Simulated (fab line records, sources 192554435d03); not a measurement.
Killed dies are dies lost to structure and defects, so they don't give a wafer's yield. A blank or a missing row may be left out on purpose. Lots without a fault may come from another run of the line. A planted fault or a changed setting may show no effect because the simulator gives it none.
fab line records | flow n5_finfet
record lots=5 wafers=15 last_day=17
route steps=1938 shown BEOL_M0_SAQP@652 BEOL_M4@1111 PASSIVATION@1936
lots that met no fault: from a run of the same line without faults
start_h: hours from the record's first day to the start of the lot's first wafer shown | wait_h: hours since the lot's step before | " the same as in the row above | L1.1+2: a row that stands for several wafers | - no value, or no start given | * or withheld: withheld | < > ~ a bound
route shown NAME@n: a module of which the file shows steps, and the number in the route of the first | usual: mean/standard deviation of fault-free wafers | same: alike in all rows | chamber/n: place in a boat | sites: the reading at each site | _std_site: their standard deviation | _edge_site: outer sites' mean less inner sites' | radius_mm: how far each site lies from the wafer's centre | mask NAME#n: copy n | behind: the tool/chamber that last shaped the wafer | hold: why the lot was held/for how many hours/how that ended | device: the transistor (n, p or np) that didn't switch | end of line: the same wafers' tests at the end of the route | a step without rows: its recipe alone | killed: dies lost to structure and defects at the first sort, not the wafer's yield | map: a wafer's dies, x killed, . not, _ none there
set.NAME: the setting as run; set.NAME@STEP: as run at that earlier step | model.NAME: the simulator's own value behind a step, which no gauge read
lots at some steps of the route; a table a step, a row a wafer
services: from which hour (start_h, from the record's first day; less than 0 if before it) a tool's chamber was out of use, for how many hours, and why
## steps
# step N5_BEOL_M0_SAQP_DESCUM_19
# recipe chemistry=O2 time_s=7.9 source_power_w=50 bias_power_w=20 pressure_mtorr=20 rf_frequency_hz=2.712e+07 temp_c=40 resist=CAR-ArF o2_flow_sccm=225
# step N5_BEOL_M0_SAQP_ETCH_83
# recipe chemistry=CF4 target=SiARC target_depth_a=390 mask_material=CAR-ArF time_s=65 ion_energy_ev=80 pressure_mtorr=40 source_w=545 bias_w=36 Ar_flow_sccm=100 cf4_flow_sccm=100 ends=cleared
# step N5_BEOL_M0_SAQP_ETCH_84
# recipe chemistry=N2/H2 target=SOC target_depth_a=1000 overetch_a=200 mask_material=SiARC temp_c=40 time_s=150 ion_energy_ev=200 pressure_mtorr=30 source_w=840 bias_w=150 n2_flow_sccm=200 h2_flow_sccm=200
# step N5_BEOL_M0_SAQP_STRIP_80
# recipe chemistry=N2/H2 temp_c=40 n2_flow_sccm=200 h2_flow_sccm=200 rf_frequency_hz=6e+07
# step N5_BEOL_M0_SAQP_HM_OPEN_112
# recipe chemistry=CHF3/O2 target=SiO2 stop_on=a-Si target_depth_a=120 over_etch_frac=1.25 mask_material=SOC time_s=13.5 pressure_mtorr=30 source_w=650 bias_w=170 Ar_flow_sccm=200 CHF3_flow_sccm=50 O2_flow_sccm=5 ion_energy_ev=200 ends=end_point
# step N5_BEOL_M0_SAQP_STRIP_113
# recipe chemistry=CHF3/O2 resist=SiARC rf_frequency_hz=6e+07
# step N5_BEOL_M0_SAQP_MANDREL_ETCH_20
# recipe target_depth_a=600 chemistry=HBr/Cl2 target=a-Si stop_on=SiNx bt_time_s=10 mask_material=SOC over_etch_frac=0.5 time_s=30 pressure_mtorr=10 icp_w=800 bias_w=75 HBr_flow_sccm=150 Cl2_flow_sccm=80 ends=end_point
# step N5_BEOL_M0_SAQP_STRIP_86
# recipe chemistry=N2/H2 power_w=500 temp_c=40 pressure_mtorr=50 rf_frequency_hz=6e+07 overash_fraction=0.3 bias_power_w=28 h2_frac=0.5 n2_flow_sccm=300 h2_flow_sccm=300
# step N5_BEOL_M0_SAQP_STRIP_115
# recipe chemistry=post_etch_residue_remover time_s=60 temp_c=25 remover_ph=withheld remover_water_wt_pct=withheld remover_fluoride_wt_pct=withheld
# step N5_BEOL_M0_SAQP_SRD_93
# recipe dry=ipa_marangoni time_s=30 temp_c=23 rinse_liquid=diw
# step N5_BEOL_M0_SAQP_RECESS_114
# recipe chemistry=HF/NH3 target=SiO2 target_depth_a=144 afs_cycles=3 temp_c=30 sublimation_temp_c=180 sublimation_time_s=60
# step N5_BEOL_M0_SAQP_SPACER1_ALD_98
# recipe material=SiO2 target_thk_a=128 temp_c=300 ald_precursor_family=BDEAS ald_co_reactant=O2-plasma pulse_time_s=1 purge_time_s=2 co_reactant_purge_time_s=2 ald_cycles=138 pressure_torr=2
# usual ald_cycles=138/0 heater_power_w=470/68 precursor_pulse_height_rel=1.000/0.019
# columns lot.wafer tool chamber start_h wait_h ald_cycles heater_power_w precursor_pulse_height_rel model.SiO2_of_BEOL_M0_SAQP_SPACER1_ALD_98.thk_nm
L937.2 ald_sin-01 2 158.20 0.5 138 433 0.987 12.8
L937.4 " 0 " " 138 408 1.007 12.8
L937.5 " 0 " " 138 401 1.008 12.8
L938.2 ald_sin-01 0 163.82 0.3 138 404 0.996 12.8
L938.3 " 1 " " 130 422 1.001 12
L938.5 " 1 " " 130 425 1.022 12
L941.1 ald_sin-01 2 184.93 0.4 138 426 1.015 12.8
L941.2 " 0 " " 138 397 1.027 12.8
L941.5 " 1 " " 130 427 0.985 12
L942.1 ald_sin-01 0 190.84 1.0 138 412 0.978 12.8
L942.3 " 1 " " 130 432 0.986 12
L942.6 " 3 " " 130 665 1.010 12
L950.3 ald_sin-03 3 229.89 0.1 138 450 1.015 12.8
L950.4 " 2 " " 138 525 1.020 12.8
L950.5 " 2 " " 138 516 1.025 12.8
# step N5_BEOL_M0_SAQP_SPACER1_ETCHBACK_99
# recipe chemistry=CHF3/O2 mode=anisotropic_etchback target=SiO2 target_depth_a=154 time_s=7.7 pressure_mtorr=30 source_w=650 bias_w=170 Ar_flow_sccm=200 CHF3_flow_sccm=50 O2_flow_sccm=5 ion_energy_ev=200
# step N5_BEOL_M0_SAQP_MANDREL1_REMOVE_100
# recipe chemistry=HBr/Cl2/O2 bt_time_s=10 target=a-Si stop_on=SiNx endpoint=OES-SiCl over_etch_frac=0.85 icp_w=600 bias_w=30 HBr_flow_sccm=150 Cl2_flow_sccm=80 O2_flow_sccm=5 pressure_mtorr=10
# usual drypump_motor_current_A=5.66/0.26 oes_product_au=0.997/0.018 rf_fwd_power_W=596.7/1.8 throttle_valve_pct=36.82/0.19
# same bt_time_s=10
# columns lot.wafer tool chamber start_h wait_h drypump_motor_current_A oes_product_au rf_fwd_power_W rf_hours_counter_h throttle_valve_pct model.BEOL_M0_SAQP.cd_nm model.SiO2_of_BEOL_M0_SAQP_SPACER1_ALD_98.thk_nm
L937.2 rie_si-01 3 158.86 0.1 5.65 0.975 592.6 77 37.16 12.8 7.6
L937.4 " 1 " " 5.56 0.982 598.3 165 36.75 12.8 7.4
L937.5 " 1 " " 5.60 0.977 594.3 - 36.73 12.8 7.4
L938.2 rie_si-02 3 164.38 0.1 6.00 1.012 596.5 179 36.74 13 7.4
L938.3 " 0 " " 5.26 1.036 598.0 100 36.98 12 6.6
L938.5 " 1 " " 5.52 0.992 594.2 - 36.54 12 6.8
L941.1 rie_si-02 2 185.50 0.1 5.96 0.979 598.3 173 37.00 12.8 7.4
L941.2 " 1 " " 5.57 0.994 597.3 100 36.53 12.8 7.6
L941.5 " 3 " " 6.01 1.025 596.4 - 36.76 12 6.6
L942.1 rie_si-02 3 191.40 0.1 6.02 1.014 600.4 179 36.77 12.6 7.4
L942.3 " 1 " " 5.51 0.996 596.5 100 36.54 11.8 6.6
L942.6 " 3 " " 6.01 1.011 595.7 - 36.75 12 6.6
L950.3 rie_si-03 1 230.46 0.1 5.38 0.988 595.2 0 36.70 12.8 7.6
L950.4 " 2 " " 5.60 0.988 594.6 70 37.03 12.8 7.6
L950.5 " 2 " " 5.58 1.002 595.1 - 37.03 12.8 7.6
# step N5_BEOL_M0_SAQP_CD_MEAS_25
# recipe target_cd_nm=13.1 landing_energy_ev=1000 detector=se_inlens
# usual cd_nm=12.77/0.21
# columns lot.wafer tool chamber start_h wait_h cd_nm
L937.2 cd_sem-03 0 158.97 0.1 12.71
L937.4 " 0 " " 12.76
L937.5 " 0 " " 13.03
L938.2 cd_sem-02 0 164.49 0.1 13.08
L938.3 " 0 " " 11.96
L938.5 " 0 " " 11.96
L941.1 cd_sem-03 0 185.61 0.1 13.12
L941.2 " 0 " " 12.69
L941.5 " 0 " " 12.21
L942.1 cd_sem-03 0 191.51 0.1 12.59
L942.3 " 0 " " 12.30
L942.6 " 0 " " 11.87
L950.3 cd_sem-01 0 230.57 0.1 12.80
L950.4 " 0 " " 12.89
L950.5 " 0 " " 13.07
# step N5_BEOL_M0_SAQP_ETCH_101
# recipe chemistry=CH3F/O2 target=SiNx mask_material=SiO2 target_depth_a=299 time_s=42.7 pressure_mtorr=30 source_w=395 bias_w=73 Ar_flow_sccm=150 CH3F_flow_sccm=30 O2_flow_sccm=20 ion_energy_ev=120
# step N5_BEOL_M4_RC_MEAS_101
# usual DIBL_N=36.3/1.4 DIBL_P=35.7/1.5 IOFF_N=0.155/0.022 IOFF_P=0.204/0.027 ION_N=671/9 ION_P=459/6.2 SS_N=71.5/0.54 SS_P=73.1/0.56 VT_N=250.2/2.6 VT_P=-251/3.3
# columns lot.wafer tool chamber start_h wait_h DIBL_N[mV/V] DIBL_P[mV/V] IOFF_N[nA/um] IOFF_P[nA/um] ION_N[uA/um] ION_P[uA/um] SS_N[mV/dec] SS_P[mV/dec] VT_N[mV] VT_P[mV]
L937.2 prober-01 0 212.76 0.2 36.3 35.8 0.143 0.179 663 445 70.8 73.0 253.2 -255
L937.4 " 0 " " 36.3 35.8 0.139 0.180 659 448 71.3 73.4 254.3 -257
L937.5 " 0 " " 35.6 35.0 0.131 0.168 648 443 71.2 72.4 254.9 -257
L938.2 prober-02 0 227.01 0.2 34.1 34.7 0.141 0.209 677 469 71.1 73.3 250.9 -249
L938.3 " 0 " " 34.7 35.2 0.147 0.224 672 464 72.2 73.5 250.2 -251
L938.5 " 0 " " 34.5 34.8 0.141 0.210 679 464 70.9 73.1 249.0 -247
L941.1 prober-01 0 240.02 0.0 36.2 35.9 0.154 0.186 687 469 72.3 73.5 252.0 -255
L941.2 " 0 " " 37.0 37.1 0.170 0.207 688 461 71.7 73.7 252.4 -252
L941.5 " 0 " " 36.7 36.6 0.157 0.198 679 463 72.0 72.9 248.4 -253
L942.1 prober-01 0 256.78 0.0 35.5 36.7 0.145 0.187 664 450 71.7 72.7 250.9 -253
L942.3 " 0 " " 35.4 36.0 0.151 0.178 672 458 71.2 72.8 249.7 -254
L942.6 " 0 " " 34.0 35.1 0.126 0.166 662 452 71.0 72.9 252.4 -254
L950.3 prober-01 0 293.95 0.3 37.5 36.5 0.166 0.207 666 454 71.8 73.5 249.8 -253
L950.4 " 0 " " 38.1 36.8 0.177 0.211 662 452 72.6 73.9 250.0 -251
L950.5 " 0 " " 35.4 33.8 0.134 0.168 666 455 71.6 72.8 251.6 -254
# step N5_PASSIVATION_PROBE_49
# usual defect_limited_yield=91.0/1.5 killed_at_M0_to_M3=36/12 killed_at_M4_up=14/5.5 killed_at_contacts=11/4.8 killed_at_front_end=42/12 killed_at_other=3.7/2.7 killed_dies=106/18 killed_on_rim=13/4.5 killed_open=70/13 killed_short=35/8.2 sort_bin_5_function=5.3/1 sort_bin_6_memory=3.3/0.69 sort_n_pass=1074/18 sort_yield_pct=91.0/1.5
# same gross_dies=1180 killed_at_back_side=0 sort_bin_4_leakage[%]=0 sort_bin_8_speed[%]=0
# columns lot.wafer tool chamber start_h wait_h defect_limited_yield[%] killed_at_M0_to_M3 killed_at_M4_up killed_at_contacts killed_at_front_end killed_at_other killed_dies killed_on_rim killed_open killed_short sort_bin_5_function[%] sort_bin_6_memory[%] sort_n_pass sort_yield_pct[%]
L937.2 prober-01 - 320.02 0.1 91.9 17 10 12 53 4 96 15 65 30 4.4 3.4 1084 91.9
L937.4 prober-01 - 320.12 0.2 93.8 18 16 4 34 1 73 5 44 28 3.7 1.8 1107 93.8
L937.5 prober-01 - 320.17 0.2 91.8 52 9 8 26 2 97 13 76 21 4.4 3.6 1083 91.8
L938.3 prober-02 - 326.61 0.1 90.8 44 11 15 35 3 108 14 71 35 5.2 3.3 1072 90.8
L942.1 prober-01 - 361.63 0.0 90.7 41 18 22 27 2 110 10 78 27 4.7 4.2 1070 90.7
L942.6 prober-01 - 361.88 0.3 92.0 35 16 23 18 2 94 14 72 22 4.7 3.1 1086 92.0
# killed by level:class
L937.2 STI_FIN_REVEAL:geometric_particle:open=14 MOL_CONTACT_COAG:geometric_particle:open=11 FIN_SAQP:geometric_particle:open=9 FIN_SAQP:geometric_particle:short=6 BEOL_M3:geometric_particle:open=6 DUMMY_GATE:geometric_particle:short=4 GATE_CUT:geometric_particle:short=4 FIN_CUT:geometric_particle:open=3
L937.4 FIN_SAQP:geometric_particle:open=6 STI_FIN_REVEAL:geometric_particle:open=5 DUMMY_GATE:geometric_particle:open=5 BEOL_M3:geometric_particle:open=5 FIN_SAQP:geometric_particle:short=4 GATE_CUT:geometric_particle:short=4 MOL_CONTACT_COAG:geometric_particle:open=4 BEOL_M0_SAQP:geometric_particle:open=3
L937.5 BEOL_M2:geometric_particle:open=19 BEOL_M1:geometric_particle:open=14 MOL_CONTACT_COAG:geometric_particle:open=8 STI_FIN_REVEAL:geometric_particle:open=7 BEOL_M3:geometric_particle:open=7 FIN_SAQP:geometric_particle:open=5 BEOL_M0_SAQP:geometric_particle:open=4 BEOL_M8:geometric_particle:open=4
L938.3 BEOL_M0_SAQP:geometric_particle:open=14 MOL_CONTACT_COAG:geometric_particle:open=13 BEOL_M0_SAQP:geometric_particle:short=11 FIN_SAQP:geometric_particle:short=7 BEOL_M1:geometric_particle:open=7 STARTING-WAFER:geometric_particle:open=6 FIN_SAQP:geometric_particle:open=5 BEOL_M4:geometric_particle:open=5
L942.1 MOL_CONTACT_COAG:geometric_particle:open=17 BEOL_M0_SAQP:geometric_particle:open=10 BEOL_M3:geometric_particle:open=9 BEOL_M0_SAQP:geometric_particle:short=9 STI_FIN_REVEAL:geometric_particle:open=8 BEOL_M2:geometric_particle:open=6 FIN_SAQP:geometric_particle:open=5 MOL_CONTACT_COAG:geometric_particle:short=5
L942.6 MOL_CONTACT_COAG:geometric_particle:open=16 BEOL_M4:geometric_particle:open=12 BEOL_M2:geometric_particle:open=11 BEOL_M3:geometric_particle:open=9 MOL_CONTACT_COAG:geometric_particle:short=7 BEOL_M0_SAQP:geometric_particle:short=5 FIN_SAQP:geometric_particle:short=4 BEOL_M0_SAQP:geometric_particle:open=4
## services
# columns tool chamber start_h hours kind
rie_si-02 1 143.48 6.7 repair
rie_si-03 - 149.01 0.2 repair
rie_si-02 2 157.50 1.6 repair
rie_si-01 1 187.20 8.5 repair
rie_si-02 - 191.67 8.5 repair
rie_si-03 1 198.66 - clean
rie_si-03 1 198.66 17.1 scheduled_down
rie_si-03 1 198.66 17.1 vent_cycle
rie_si-01 - 206.65 2.8 pm
## key
first_sign step=N5_BEOL_M0_SAQP_SPACER1_ALD_98 reading=ald_cycles direction=down sigmas=99+ usual=* struck=*
effect step=N5_BEOL_M0_SAQP_CD_MEAS_25 reading=cd_nm direction=down sigmas=3.3 usual=12.77 struck=12.06
model_effect step=N5_BEOL_M0_SAQP_SPACER1_ALD_98 value=SiO2_of_BEOL_M0_SAQP_SPACER1_ALD_98.thk_nm without=12.76 struck=12
model_effect step=N5_BEOL_M0_SAQP_MANDREL1_REMOVE_100 value=BEOL_M0_SAQP.cd_nm without=12.72 struck=11.96
met_at N5_BEOL_M0_SAQP_SPACER1_ALD_98
struck_wafers L938.3,L938.5,L941.5,L942.3,L942.6
onset_between 158.20 163.82
fault kind=process_parameter_drift tool=ald_sin-01 chamber=- onset_h=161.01 steps=N5_BEOL_M0_SAQP_SPACER1_ALD_98 channel=ald_cycles offset=* shape=step end_h=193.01 scope=struck_wafers_only acts_in=* stated=*
